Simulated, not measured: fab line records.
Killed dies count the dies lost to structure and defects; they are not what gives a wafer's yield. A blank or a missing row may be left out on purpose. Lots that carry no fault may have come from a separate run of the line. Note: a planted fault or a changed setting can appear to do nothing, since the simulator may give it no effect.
A struck lot beside a sound one -- flow n5 finfet -- 16 steps out of a route of 1938
Sound: wafers L627.1, L627.4, L627.6. Wafers L616.1, L616.3, L616.6 were the ones struck. Last of all comes the cause.
Per side, at each step with rows, come the tool, then ch with its chambers, and then its first start. Under that, the readings that differ: sound wafers -- struck wafers -- difference of the means -- sigmas: that difference in standard deviations of wafers without a fault.
alike: a reading whose means differ by less than 2 such deviations, as well as words and numbers matching on both sides. not compared: withheld readings; readings where some wafer has no value; bounds like >300 that might hide an equal value; numbers whose values overlap and for which the record gives no deviation.
The two part at a step that has a row with sigmas, a row that says differs or no value, or rows on one side only. Numbers that have no deviation but don't overlap get no sigmas and don't part them. A reading that every wafer of one side lacks parts them only if that side has two wafers or more.

first, 9 steps without rows for these wafers: N5_BEOL_M3_SOFTBAKE_23 (time 60 s); N5_BEOL_M3_EXPOSE_25 (exposes mask V2, defocus 5 nm); N5_BEOL_M3_PEB_26 (peb time 60 s); N5_BEOL_M3_DEVELOP_27 (develop time 30 s); N5_BEOL_M3_DESCUM_33 (chemistry O2, time 7 s); N5_BEOL_M3_ETCH_77 (etches underlayer in N2/H2, target depth 6.5 nm, time 5.2 s); N5_BEOL_M3_ETCH_69 (etches SiARC in CF4, target depth 15.6 nm, time 26 s); N5_BEOL_M3_ALD_98 (deposits SiO2, target thk 2.5 nm, pulse time 1 s, co reactant pulse time 1 s); N5_BEOL_M3_ETCHBACK_99 (etches SiO2 in CHF3, target depth 5 nm, time 10.4 s).
N5_BEOL_M3_ETCH_70: etches SOC in N2/H2, target depth 80 nm, overetch 16 nm, time 120 s.
  sound on rie diel-01 ch 2,3, day 13 06:26; struck on rie diel-01 ch 0,2,3, day 10 09:55
  no value came back on the struck wafers for any of 9 readings (bias w (W), chamber pressure mTorr (mTorr) and others); on the sound wafers bias w (W) reads 150.6 150.4 150.4
reading,sound,struck,difference,sigmas
model.SiARC_of_BEOL_M3_COAT_68.thk nm (nm),6.4 6.4 6.4,12 12 12,+6,
model.underlayer_of_BEOL_M3_COAT_76.thk nm (nm),0 0 0,5 5 5,+5,
  not compared: rf hours counter h
then, 2 steps without rows for these wafers: N5_BEOL_M3_STRIP_71 (strips in N2/H2); N5_BEOL_M3_STRIP_78 (strips in N2/H2).
N5_BEOL_M3_VIA_ETCH_34: etches the open film in C4F6/O2, target depth 69.4 nm, time 65.9 s.
  sound on rie diel-01 ch 2,3, day 13 06:32; struck on rie diel-01 ch 0,2,3, day 10 10:01
reading,sound,struck,difference,sigmas
oes product au (a.u.),0.73 0.75 0.72,0.29 0.34 0.28,-0.43,-5
  alike: C4F6_flow_sccm, O2_flow_sccm, drypump motor current A, oes_ar_750_au, rf fwd power W, rf vpp V, showerhead plenum p Torr, throttle valve pct
  not compared: rf hours counter h
then, 1 step without rows for these wafers: N5_BEOL_M3_STRIP_83 (strips in C4F6/O2).
N5_BEOL_M4_RC_MEAS_101:
  the record has rows for the sound wafers here (prober-01 ch 0, day 13 20:33) and none for the struck ones
-- the record jumps here: 5 days lie between the struck wafers' starts before and after (it left off in module BEOL_M4 and takes up again in module PASSIVATION, whose first step shown is number 1936 of the route) --
N5_PASSIVATION_PROBE_49:
  record: rows for the struck wafers here (prober-02, day 15 07:49), none for the sound ones

== WHERE THEY PART ==
First at N5_BEOL_M3_ETCH_70; last, within this record, at N5_PASSIVATION_PROBE_49.

WHY: what had been put in by the simulator
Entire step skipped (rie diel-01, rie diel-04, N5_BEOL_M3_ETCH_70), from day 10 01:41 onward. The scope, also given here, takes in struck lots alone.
